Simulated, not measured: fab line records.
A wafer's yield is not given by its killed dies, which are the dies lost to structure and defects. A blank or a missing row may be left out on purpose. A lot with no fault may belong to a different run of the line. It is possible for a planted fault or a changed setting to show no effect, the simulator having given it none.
Matching of chambers	flow n5-finfet	4 sister chambers for N5_SD_EPI_P_ETCH_16 on rie-diel-05
The step etches SiO2 in CHF3/O2, target depth 5 nm. 4 wafers are shown with their chamber, then 10 later ones without.

== WAFERS, EACH WITH ITS CHAMBER ==
wafer	chamber	rf-vpp-V (V)
L086.2	3	523
L089.3	2	531
L091.2	0	495
L091.4	1	520

== WAFERS WITHOUT THEIR CHAMBER ==
wafer	rf-vpp-V (V)
L091.6	530
L092.1	495
L092.2	522
L092.3	532
L095.2	531
L095.5	521
L095.6	496
L097.3	529
L097.4	525
L097.5	523

== EACH ONE'S CHAMBER ==
wafer	from the rows above	in truth
L091.6	2	2
L092.1	0	0
L092.2	can't be placed: 3 or 1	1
L092.3	2	2
L095.2	2	2
L095.5	can't be placed: 1 or 3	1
L095.6	0	0
L097.3	2	2
L097.4	3	3
L097.5	3	3
Placed correctly: 8 of 10. Can't be placed from these rows: 2 (the true chamber is among the candidates in 2). Placed wrongly: 0.
How it was worked out, from the rows above alone: a wafer's distance from a chamber is the root of the sum, over the readings, of the square of ((its reading less the chamber's mean) divided by the reading's scatter). If the next closest chamber is less than 2 further off than the closest, the wafer can't be placed; otherwise it belongs to the closest. For every chamber, the mean is computed from those of its wafers that are shown. The scatter (one wafer shown for each chamber): square how far every hidden wafer sits from the nearest shown wafer, average those squares and take the square root.
